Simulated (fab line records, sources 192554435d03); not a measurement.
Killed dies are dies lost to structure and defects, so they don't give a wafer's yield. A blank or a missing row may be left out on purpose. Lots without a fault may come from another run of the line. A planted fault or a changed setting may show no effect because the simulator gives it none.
One fault seen from 2 desks | flow n5_finfet | each desk has only its own numbers; what lay behind them comes last

THE METROLOGY DESK
What the gauges read, lot by lot, whatever tool the lot ran on: means of the sampled wafers that have a number. A lot is out of limits, marked OUT, if its mean lies more than 4 standard deviations from the usual mean; the brackets give that distance. Of its 10 readings 7 are shown: those that lie furthest out on some lot.
Columns: A = DIBL_P at N5_BEOL_M4_RC_MEAS_101, usual 36.5 mV/V; B = IOFF_N at N5_BEOL_M4_RC_MEAS_101, usual 0.16 nA/um; C = IOFF_P at N5_BEOL_M4_RC_MEAS_101, usual 0.21 nA/um; D = ION_N at N5_BEOL_M4_RC_MEAS_101, usual 675 uA/um; E = SS_P at N5_BEOL_M4_RC_MEAS_101, usual 73.3 mV/dec; F = VT_N at N5_BEOL_M4_RC_MEAS_101, usual 249 mV; G = VT_P at N5_BEOL_M4_RC_MEAS_101, usual -250 mV
lot  | first seen here | A    | B    | C    | D   | E    | F   | G
L581 | day 8 14:43     | 37.2 | 0.17 | 0.24 | 675 | 73.8 | 248 | -246
L584 | day 9 06:10     | 33.3 | 0.11 | 0.18 | 663 | 71.8 | 254 | -251
L583 | day 9 10:17     | 37.6 | 0.17 | 0.23 | 681 | 72.9 | 249 | -251
L590 | day 11 10:59    | 37.3 | 0.19 | 0.21 | 671 | 74.0 | 249 | -251
L591 | day 11 13:41    | 37.4 | 0.19 | 0.29 | 682 | 73.0 | 246 | -243
L596 | day 12 03:55    | 36.3 | 0.16 | 0.23 | 669 | 73.1 | 252 | -247
L595 | day 12 06:17    | 38.8 | 0.23 | 0.23 | 691 | 73.5 | 242 | -250
L597 | day 13 00:05    | 33.9 | 0.14 | 0.18 | 677 | 73.2 | 249 | -252
L598 | day 13 03:38    | 39.2 | 0.24 | 0.24 | 700 | 74.2 | 243 | -250
L599 | day 13 10:11    | 36.1 | 0.15 | 0.18 | 671 | 74.0 | 250 | -253
This desk's finding: nothing out of limits on any of the 10 lots.

THE TOOL OWNER'S DESK: pvd_sputter-02
The tool's own readings at N5_BEOL_M1_ANNEAL_95 (time 240 s): means of the sampled wafers that have a number, for each lot that ran on this tool. A lot is out of limits, marked OUT, if its mean lies more than 4 standard deviations from the usual mean; the brackets give that distance.
Columns: A = heater_power_w at N5_BEOL_M1_ANNEAL_95, usual 882 W; B = susceptor_temp_C at N5_BEOL_M1_ANNEAL_95, usual 400.01 C
lot  | first seen here | A   | B
L581 | day 7 00:55     | 945 | 399.86
L596 | day 11 02:08    | 947 | 400.00
L597 | day 11 09:13    | 884 | 399.99
L598 | day 11 12:12    | 886 | 399.82
L599 | day 12 00:21    | 970 | 400.24
This desk's finding: nothing out of limits on any of the 5 lots.

PUT TOGETHER
The metrology desk saw nothing out of limits.
The tool owner's desk saw nothing out of limits.

WHAT THE SIMULATOR HAD PUT IN
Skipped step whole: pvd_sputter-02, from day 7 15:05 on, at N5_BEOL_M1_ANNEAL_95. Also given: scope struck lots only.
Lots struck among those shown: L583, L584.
